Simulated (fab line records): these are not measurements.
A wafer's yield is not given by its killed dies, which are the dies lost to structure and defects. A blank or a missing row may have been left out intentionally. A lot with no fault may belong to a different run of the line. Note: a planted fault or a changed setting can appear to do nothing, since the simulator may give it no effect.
fab line records	flow n5_finfet
record lots=7	wafers=39
route steps=1938 shown BEOL_M6@1239 BEOL_M11@1539
start_h: hours from the record's opening day to when the first of the lot's shown wafers began	wait_h: time in hours since the lot's previous step	" the same as in the row above	L1.1+2: a single row standing in for several wafers	- either no value or no given start	* or withheld: withheld	< > ~ a bound
route shown NAME@n: names a module that has steps shown in the file, with the first one's number in the route	usual: the fault-free wafers' mean and standard deviation	same: alike in all rows	chamber/n: place in a boat	sites: per-site readings	_std_site: the standard deviation of these	_edge_site: inner sites' mean taken away from outer sites' mean	radius_mm: how far each site lies from the wafer's centre	mask NAME#n: copy n	behind: the last tool/chamber to shape the wafer	hold: the reason the lot was held/the length of the hold in hours/how it ended	device: which transistor (n, p or np) failed to switch	end of line: the tests these same wafers got at the end of their route	step lacking rows: just its recipe	killed: count of dies lost to structure and defects at first sort (not the wafer's yield)	map: per-die view of a wafer (x killed, . not killed, _ where there is no die)
set.NAME: the setting the step ran with; set.NAME@STEP: the setting that earlier step ran with	model.NAME: the simulator's own value behind a step, which no gauge read
one table per step and one row per wafer, for lots whose settings were changed on purpose
## steps
# step N5_BEOL_M6_TRENCH_ETCH_37
# recipe chemistry=C4F6/O2	target_depth_a=944.35	target=SiCOH_lowk	time_s=31.5	ion_energy_ev=250	pressure_mtorr=30	source_w=345	bias_w=185	Ar_flow_sccm=300	C4F6_flow_sccm=10	O2_flow_sccm=10
lot.wafer	tool	chamber	start_h	wait_h	set.target_depth_a	model.BEOL_M6.feature_depth_nm	model.etch.depth_nm	model.TiN_of_BEOL_M6_HM_DEP_02.thk_nm
L074.1	rie_diel-01	2	-	-	382	37.8	37.76	19.4
L074.2	"	3	"	"	944.35	93.6	93.53	17.6
L074.3	"	1	"	"	382	36.6	36.67	19.2
L074.4	"	0	"	"	382	37.8	37.75	19.4
L074.5	"	3	"	"	944.35	93.2	93.27	17.6
L074.6	"	2	"	"	944.35	93.4	93.48	17.8
L075.1	rie_diel-05	1	-	-	417.3	42.4	42.46	18.8
L075.2	"	2	"	"	417.3	39.4	39.35	19.4
L075.3	"	3	"	"	944.35	95	95.01	17.4
L075.4	"	3	"	"	944.35	95.6	95.62	17.2
L075.5	"	2	"	"	417.3	39.6	39.69	18.8
L075.6	"	1	"	"	944.35	95.8	95.84	17
L080.1	rie_diel-01	1	-	-	409.9	40	39.93	18.6
L080.2	"	2	"	"	944.35	94.2	94.15	17.4
L080.3	"	3	"	"	409.9	40.8	40.9	18.8
L080.4	"	0	"	"	409.9	41.2	41.29	18.8
L080.5	"	3	"	"	944.35	94.8	94.82	17.2
L080.6	"	2	"	"	944.35	93.8	93.86	17
L081.2	rie_diel-05	1	-	-	944.35	95.6	95.54	17
L081.5	"	3	"	"	944.35	95.2	95.25	17.4
L081.6	"	0	"	"	944.35	96	95.95	17.2
L083.1	rie_diel-05	2	-	-	944.35	90	90.04	17.4
L083.2	"	0	"	"	944.35	96.6	96.5	17.6
L083.3	"	3	"	"	944.35	94.2	94.3	17.2
L083.4	"	1	"	"	944.35	96.2	96.16	17.2
L083.5	"	3	"	"	944.35	94.2	94.25	17
L083.6	"	0	"	"	944.35	96	95.98	17.4
L086.1	rie_diel-01	2	-	-	944.35	93.2	93.16	17.6
L086.2	"	0	"	"	944.35	94.6	94.61	17.4
L086.3	"	3	"	"	944.35	94.2	94.14	17
L086.4	"	1	"	"	944.35	90.4	90.41	17.6
L086.5	"	2	"	"	944.35	91.8	91.82	17.6
L086.6	"	3	"	"	944.35	93.8	93.85	17.2
L091.1	rie_diel-01	3	-	-	783.5	78	78.07	17.6
L091.2	"	2	"	"	783.5	77.2	77.22	17.8
L091.3	"	0	"	"	944.35	93	93.05	16.8
L091.4	"	0	"	"	944.35	93	93.1	17.2
L091.5	"	3	"	"	944.35	93.4	93.42	17.2
L091.6	"	2	"	"	783.5	78	77.91	17.4
# step N5_BEOL_M6_ETCH_41
# recipe chemistry=CH3F/O2	target=SiCN	target_depth_a=297	taper_deg=2	time_s=52	ion_energy_ev=120	mask_material=TiN	pressure_mtorr=30	source_w=395	bias_w=75	Ar_flow_sccm=150	CH3F_flow_sccm=30	O2_flow_sccm=20
# step N5_BEOL_M6_STRIP_80
# recipe chemistry=N2/H2	time_s=10	power_w=450	temp_c=40	pressure_mtorr=20	rf_frequency_hz=6e+07	bias_power_w=7	n2_flow_sccm=200	h2_flow_sccm=200
# step N5_BEOL_M6_OCD_MEAS_38
# usual trench_depth_nm=94.0/2.3
lot.wafer	tool	chamber	start_h	wait_h	set.target_depth_a@BEOL_M6_TRENCH_ETCH_37	trench_depth_nm
L074.1	ocd-02	-	185.95	-	382	37.7
L074.2	"	-	"	"	944.35	93.3
L074.3	"	-	"	"	382	36.7
L074.4	"	-	"	"	382	37.6
L074.5	"	-	"	"	944.35	93.5
L074.6	"	-	"	"	944.35	93.1
L075.1	ocd-01	-	185.99	-	417.3	42.7
L075.2	"	-	"	"	417.3	39.1
L075.3	"	-	"	"	944.35	95.2
L075.4	"	-	"	"	944.35	95.3
L075.5	"	-	"	"	417.3	39.5
L075.6	"	-	"	"	944.35	95.9
L080.1	ocd-02	-	214.02	-	409.9	39.3
L080.2	"	-	"	"	944.35	94.5
L080.3	"	-	"	"	409.9	41.3
L080.4	"	-	"	"	409.9	41.1
L080.5	"	-	"	"	944.35	94.3
L080.6	"	-	"	"	944.35	93.3
L081.2	ocd-01	-	217.35	-	944.35	94.9
L081.5	"	-	"	"	944.35	95.0
L081.6	"	-	"	"	944.35	96.2
L083.1	ocd-01	-	237.12	-	944.35	90.0
L083.2	"	-	"	"	944.35	96.8
L083.3	"	-	"	"	944.35	94.1
L083.4	"	-	"	"	944.35	96.3
L083.5	"	-	"	"	944.35	94.4
L083.6	"	-	"	"	944.35	96.7
L086.1	ocd-02	-	248.49	-	944.35	94.0
L086.2	"	-	"	"	944.35	95.5
L086.3	"	-	"	"	944.35	93.8
L086.4	"	-	"	"	944.35	90.1
L086.5	"	-	"	"	944.35	92.3
L086.6	"	-	"	"	944.35	93.4
L091.1	ocd-01	-	281.72	-	783.5	78.3
L091.2	"	-	"	"	783.5	77.0
L091.3	"	-	"	"	944.35	93.6
L091.4	"	-	"	"	944.35	92.7
L091.5	"	-	"	"	944.35	93.1
L091.6	"	-	"	"	783.5	78.0
# step N5_BEOL_M6_HM_STRIP_39
# recipe chemistry=peroxide_tin_strip	material=TiN	target_depth_a=250	temp_c=50	time_s=158
# step N5_BEOL_M6_SRD_40
# recipe time_s=30	temp_c=23	rinse_liquid=diw	dry=ipa_marangoni
# step N5_BEOL_M6_ECD_50
# recipe material=Cu	target_thk_a=3000
# step N5_BEOL_M6_ANNEAL_51
# recipe temp_c=225	time_s=90	ambient=N2
# step N5_BEOL_M6_CMP_52
# recipe stop_on=SiCOH_lowk	t_overpolish_s=6.9	down_force_psi=1	platen_rpm=50	clearing_platen_down_force_psi=1.5	clearing_platen_rpm=50	post_cmp_clean=cu_alkaline	target_thk_nm=80	clearing_platen_pad_velocity_m_s=0.99484	pad_velocity_m_s=0.99484
lot.wafer	tool	chamber	start_h	wait_h	set.target_depth_a@BEOL_M6_TRENCH_ETCH_37	model.Cu_of_BEOL_M6_ECD_50.thk_nm
L074.2	cmp-01	3	189.74	0.2	944.35	81.4
L074.3	"	0	"	"	382	21
L074.1	"	1	"	"	382	24.2
L074.4	"	2	"	"	382	23.4
L074.6	"	3	"	"	944.35	80.6
L074.5	"	0	"	"	944.35	78.4
L075.4	cmp-02	3	190.23	0.1	944.35	82.8
L075.1	"	0	"	"	417.3	28
L075.3+6	"	1,0	"	"	944.35	82.6
L075.2	"	2	"	"	417.3	26.8
L075.5	"	3	"	"	417.3	27.2
L080.3	cmp-02	1	215.96	0.2	409.9	27.2
L080.2	"	2	"	"	944.35	80.8
L080.1	"	3	"	"	409.9	26.4
L080.4	"	0	"	"	409.9	26
L080.6	"	1	"	"	944.35	80.2
L080.5	"	2	"	"	944.35	81.6
L081.2	cmp-01	0	219.30	0.3	944.35	80
L081.5	"	1	"	"	944.35	82.2
L081.6	"	2	"	"	944.35	82
L083.1	cmp-03	1	239.28	0.3	944.35	75
L083.3	"	2	"	"	944.35	79
L083.4	"	3	"	"	944.35	83
L083.2	"	0	"	"	944.35	82.6
L083.5	"	1	"	"	944.35	76.2
L083.6	"	2	"	"	944.35	79.6
L086.3	cmp-03	3	250.83	0.2	944.35	81.2
L086.4	"	0	"	"	944.35	77.8
L086.1	"	1	"	"	944.35	76.6
L086.2	"	2	"	"	944.35	78.2
L086.5	"	3	"	"	944.35	78
L086.6	"	0	"	"	944.35	81.6
L091.3	cmp-02	1	283.74	0.2	944.35	78.8
L091.2	"	2	"	"	783.5	64.2
L091.1	"	3	"	"	783.5	64.8
L091.4	"	0	"	"	944.35	78
L091.5	"	1	"	"	944.35	79.6
L091.6	"	2	"	"	783.5	66
# step N5_BEOL_M6_THK_MEAS_53
# recipe thk_meas_gauge=xrf	reads=Cu_of_BEOL_M6_ECD_50
# usual M6_THK=81.1/2.6
lot.wafer	tool	chamber	start_h	wait_h	set.target_depth_a@BEOL_M6_TRENCH_ETCH_37	M6_THK[nm]
L074.1	film_metro-02	-	190.03	-	382	24.7
L074.2	"	-	"	"	944.35	83.1
L074.3	"	-	"	"	382	21.2
L074.4	"	-	"	"	382	23.7
L074.5	"	-	"	"	944.35	80.1
L074.6	"	-	"	"	944.35	82.4
L075.1	film_metro-01	-	190.52	-	417.3	28.5
L075.2	"	-	"	"	417.3	27.2
L075.3	"	-	"	"	944.35	84.3
L075.4	"	-	"	"	944.35	84.4
L075.5	"	-	"	"	417.3	27.6
L075.6	"	-	"	"	944.35	84.2
L080.1	film_metro-01	-	216.26	-	409.9	27.0
L080.2	"	-	"	"	944.35	81.9
L080.3	"	-	"	"	409.9	27.6
L080.4	"	-	"	"	409.9	26.4
L080.5	"	-	"	"	944.35	82.7
L080.6	"	-	"	"	944.35	81.5
L081.2	film_metro-01	-	219.48	-	944.35	80.8
L081.5	"	-	"	"	944.35	82.6
L081.6	"	-	"	"	944.35	82.3
L083.1	film_metro-02	-	239.58	-	944.35	76.0
L083.2	"	-	"	"	944.35	84.2
L083.3	"	-	"	"	944.35	80.9
L083.4	"	-	"	"	944.35	84.4
L083.5	"	-	"	"	944.35	78.0
L083.6	"	-	"	"	944.35	80.8
L086.1	film_metro-02	-	251.12	-	944.35	78.5
L086.2	"	-	"	"	944.35	80.7
L086.3	"	-	"	"	944.35	83.3
L086.4	"	-	"	"	944.35	80.0
L086.5	"	-	"	"	944.35	80.2
L086.6	"	-	"	"	944.35	84.0
L091.1	film_metro-01	-	284.04	-	783.5	66.2
L091.2	"	-	"	"	783.5	65.3
L091.3	"	-	"	"	944.35	80.5
L091.4	"	-	"	"	944.35	79.5
L091.5	"	-	"	"	944.35	81.2
L091.6	"	-	"	"	783.5	67.3
# step N5_BEOL_M6_PRE_CLEAN_55
# recipe gas=NH3	time_s=15	temp_c=withheld	rf_power_w=300
# step N5_BEOL_M6_DEP_56
# recipe material=SiCN	target_thk_a=100	temp_c=withheld	precursor=3MS/NH3	pressure_torr=3	rf_w=202	time_s=17.5
# step N5_BEOL_M6_RS_MEAS_57
# recipe thk_meas_gauge=four-point-probe	reads=Cu_of_BEOL_M6_ECD_50+Co_of_BEOL_M6_CVD_78+TaN_of_BEOL_M6_ALD_77
# usual M6_RS=0.288/0.011
lot.wafer	tool	chamber	start_h	wait_h	set.target_depth_a@BEOL_M6_TRENCH_ETCH_37	M6_RS[ohm/sq]
L074.1	film_metro-02	-	190.16	0.1	382	1.310
L074.2	"	-	"	"	944.35	0.280
L074.3	"	-	"	"	382	1.610
L074.4	"	-	"	"	382	1.384
L074.5	"	-	"	"	944.35	0.293
L074.6	"	-	"	"	944.35	0.283
L075.1	film_metro-02	-	190.65	0.1	417.3	1.081
L075.2	"	-	"	"	417.3	1.150
L075.3	"	-	"	"	944.35	0.275
L075.4	"	-	"	"	944.35	0.275
L075.5	"	-	"	"	417.3	1.122
L075.6	"	-	"	"	944.35	0.275
L080.1	film_metro-02	-	216.42	0.1	409.9	1.165
L080.2	"	-	"	"	944.35	0.283
L080.3	"	-	"	"	409.9	1.127
L080.4	"	-	"	"	409.9	1.193
L080.5	"	-	"	"	944.35	0.279
L080.6	"	-	"	"	944.35	0.285
L081.2	film_metro-02	-	219.64	0.1	944.35	0.286
L081.5	"	-	"	"	944.35	0.277
L081.6	"	-	"	"	944.35	0.277
L083.1	film_metro-02	-	239.71	0.1	944.35	0.308
L083.2	"	-	"	"	944.35	0.276
L083.3	"	-	"	"	944.35	0.290
L083.4	"	-	"	"	944.35	0.274
L083.5	"	-	"	"	944.35	0.303
L083.6	"	-	"	"	944.35	0.288
L086.1	film_metro-02	-	251.25	0.1	944.35	0.301
L086.2	"	-	"	"	944.35	0.293
L086.3	"	-	"	"	944.35	0.281
L086.4	"	-	"	"	944.35	0.296
L086.5	"	-	"	"	944.35	0.294
L086.6	"	-	"	"	944.35	0.279
L091.1	film_metro-01	-	284.17	0.1	783.5	0.368
L091.2	"	-	"	"	783.5	0.371
L091.3	"	-	"	"	944.35	0.291
L091.4	"	-	"	"	944.35	0.295
L091.5	"	-	"	"	944.35	0.289
L091.6	"	-	"	"	783.5	0.360
# step N5_BEOL_M11_PECVD_70
# recipe material=SiO2	target_thk_a=200	temp_c=400	precursor=TEOS/O2	pressure_torr=5.5	rf_w=450	teos_flow_sccm=53.8	gas=O2	flow_sccm=3000	time_s=22.7
lot.wafer	tool	chamber	start_h	wait_h	set.time_s	model.SiO2_of_BEOL_M11_PECVD_70.thk_nm
L074.1	pecvd-03	1	225.06	0.0	18.35	15.6
L074.2+6	"	2,1	"	"	18.35	16
L074.3+4	"	0,2	"	"	22.7	20.2
L074.5	"	0	"	"	22.7	20.4
L075.1	pecvd-01	2	225.33	0.0	22.7	20.2
L075.2	"	1	"	"	18.51	16.2
L075.3	"	0	"	"	22.7	19.8
L075.4+6	"	1,2	"	"	18.51	16.8
L075.5	"	0	"	"	22.7	20
L080.1	pecvd-03	1	248.40	0.0	22.7	19.4
L080.2+5	"	0	"	"	22.7	20.2
L080.3	"	2	"	"	22.7	19.6
L080.4+6	"	2,1	"	"	22.7	19.8
L081.2+5	pecvd-03	0,2	252.51	0.0	22.7	19.8
L081.6	"	0	"	"	22.7	20
L083.1	pecvd-01	1	272.40	0.0	22.7	19.8
L083.2	"	0	"	"	9.099	8
L083.3	"	2	"	"	22.7	20.2
L083.4	"	2	"	"	22.7	20.6
L083.5	"	1	"	"	9.099	8.6
L083.6	"	0	"	"	9.099	7.8
L086.1	pecvd-03	0	279.23	0.0	35.66	31
L086.2	"	2	"	"	35.66	30.4
L086.3	"	1	"	"	35.66	30.8
L086.4	"	1	"	"	22.7	19.6
L086.5	"	0	"	"	22.7	20.2
L086.6	"	2	"	"	22.7	20
L091.1	pecvd-01	0	318.13	0.0	28.38	24.4
L091.2+3	"	2,1	"	"	28.38	24.8
L091.4	"	0	"	"	22.7	19.6
L091.5	"	1	"	"	22.7	20.4
L091.6	"	2	"	"	22.7	20.6
# step N5_BEOL_M11_HM_DEP_02
# recipe material=TiN	target_thk_a=200	temp_c=25	chamber_pressure_pa=0.49996
# step N5_BEOL_M11_COAT_59
# recipe resist=SOC	temp_c=250	time_s=60	spin_rpm=1500	resist_thk_nm=100
# step N5_BEOL_M11_ECD_50
# recipe material=Cu	target_thk_a=3180
# step N5_BEOL_M11_ANNEAL_51
# recipe temp_c=225	time_s=90	ambient=N2
# step N5_BEOL_M11_CMP_52
# recipe stop_on=SiCOH_lowk	t_overpolish_s=7	down_force_psi=1	platen_rpm=50	clearing_platen_down_force_psi=1.5	clearing_platen_rpm=50	post_cmp_clean=cu_alkaline	target_thk_nm=140	clearing_platen_pad_velocity_m_s=0.99484	pad_velocity_m_s=0.99484
# usual barrier_field_endpoint_s=28.5/1.1
lot.wafer	tool	chamber	start_h	wait_h	set.time_s@BEOL_M11_PECVD_70	barrier_field_endpoint_s
L075.3	cmp-01	0	233.01	0.2	22.7	28.0
L075.4	"	1	"	"	18.51	26.5
L075.2	"	2	"	"	18.51	24.2
L075.1	"	3	"	"	22.7	30.9
L075.6	"	0	"	"	18.51	24.7
L075.5	"	1	"	"	22.7	29.7
L074.4	cmp-01	1	233.81	0.1	22.7	29.8
L074.1	"	2	"	"	18.35	23.9
L074.2	"	3	"	"	18.35	25.6
L074.3	"	0	"	"	22.7	28.7
L074.6	"	1	"	"	18.35	24.8
L074.5	"	2	"	"	22.7	30.1
L080.2	cmp-03	3	255.09	0.2	22.7	28.5
L080.4	"	0	"	"	22.7	29.0
L080.3	"	1	"	"	22.7	27.0
L080.1	"	2	"	"	22.7	26.7
L080.6	"	3	"	"	22.7	28.5
L080.5	"	0	"	"	22.7	28.5
L081.2	cmp-03	3	259.44	0.3	22.7	29.1
L081.5	"	0	"	"	22.7	29.5
L081.6	"	1	"	"	22.7	27.1
L083.4	cmp-01	3	276.90	0.1	22.7	30.1
L083.1	"	0	"	"	22.7	27.5
L083.2	"	1	"	"	9.099	14.0
L083.3	"	2	"	"	22.7	28.4
L083.6	"	3	"	"	9.099	13.9
L083.5	"	0	"	"	9.099	14.9
L086.3	cmp-03	1	287.16	0.2	35.66	40.1
L086.2	"	2	"	"	35.66	40.3
L086.1	"	3	"	"	35.66	44.1
L086.4	"	0	"	"	22.7	29.6
L086.5	"	1	"	"	22.7	28.1
L086.6	"	2	"	"	22.7	27.7
L091.3	cmp-03	2	324.78	0.2	28.38	32.8
L091.4	"	3	"	"	22.7	28.9
L091.2	"	0	"	"	28.38	35.6
L091.1	"	1	"	"	28.38	33.8
L091.6	"	2	"	"	22.7	27.7
L091.5	"	3	"	"	22.7	29.0
## key
split step=N5_BEOL_M6_TRENCH_ETCH_37	setting=target_depth_a	stated=944.35	by=wafer
response step=N5_BEOL_M6_TRENCH_ETCH_37	reading=model.BEOL_M6.feature_depth_nm	change=+0.955	per=1%	r=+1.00
response step=N5_BEOL_M6_TRENCH_ETCH_37	reading=model.etch.depth_nm	change=+0.955	per=1%	r=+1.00
response step=N5_BEOL_M6_TRENCH_ETCH_37	reading=model.TiN_of_BEOL_M6_HM_DEP_02.thk_nm	change=-0.0291	per=1%	r=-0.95
response step=N5_BEOL_M6_OCD_MEAS_38	reading=trench_depth_nm	change=+0.954	per=1%	r=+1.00
response step=N5_BEOL_M6_CMP_52	reading=model.Cu_of_BEOL_M6_ECD_50.thk_nm	change=+0.966	per=1%	r=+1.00
response step=N5_BEOL_M6_THK_MEAS_53	reading=M6_THK	change=+0.985	per=1%	r=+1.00
response step=N5_BEOL_M6_RS_MEAS_57	reading=M6_RS	change=-0.0164	per=1%	r=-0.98
split step=N5_BEOL_M11_PECVD_70	setting=time_s	stated=22.7	by=wafer
response step=N5_BEOL_M11_PECVD_70	reading=model.SiO2_of_BEOL_M11_PECVD_70.thk_nm	change=+0.195	per=1%	r=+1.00
response step=N5_BEOL_M11_CMP_52	reading=barrier_field_endpoint_s	change=+0.234	per=1%	r=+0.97
